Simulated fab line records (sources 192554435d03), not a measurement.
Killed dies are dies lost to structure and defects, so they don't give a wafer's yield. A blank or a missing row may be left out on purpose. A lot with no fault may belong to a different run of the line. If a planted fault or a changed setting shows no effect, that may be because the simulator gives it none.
Matching of chambers    flow n5Finfet    N5_DUMMY_GATE_TRIM_49 on rieSi-05 has 4 sister chambers
The step chemistry O2, time 29 s, target cd 14 nm. 8 wafers are shown with their chamber, then 7 later ones without.

## WAFERS WITH THEIR CHAMBER
wafer   chamber  throttleValvePct (%)  drypumpMotorCurrentA (A)
L085.2  2        8.54                  6.4
L085.6  0        7.85                  5.8
L089.5  2        8.54                  6.4
L089.6  1        7.97                  5.9
L090.5  3        8.26                  5.7
L090.6  0        7.85                  5.8
L092.1  3        8.25                  5.7
L092.3  1        7.96                  5.8

## WAFERS MISSING THEIR CHAMBER
wafer   throttleValvePct (%)  drypumpMotorCurrentA (A)
L092.6  8.27                  5.7
L094.1  7.83                  5.8
L094.2  8.27                  5.7
L094.6  7.97                  5.8
L096.1  8.25                  5.7
L096.2  7.95                  5.9
L096.6  7.82                  5.8

## CHAMBER TAKEN BY EACH
wafer   from the rows above  in truth
L092.6  3                    3
L094.1  0                    0
L094.2  3                    3
L094.6  1                    1
L096.1  3                    3
L096.2  1                    1
L096.6  0                    0
Correctly placed: 7 of 7. From these rows, 0 cannot be placed. Number placed wrongly: 0.
How it was worked out, from the rows above alone: a wafer's distance from a chamber is the root of the sum, over the readings, of the square of ((its reading less the chamber's mean) divided by the reading's scatter). The wafer belongs to the nearest chamber; if the next one is less than 2 further off, it can't be placed. A chamber's mean is the mean of its shown wafers. How the scatter is found: for the shown wafers, subtract from each reading the mean of its chamber, square and add these, divide the total by (wafers less chambers), then take the root.
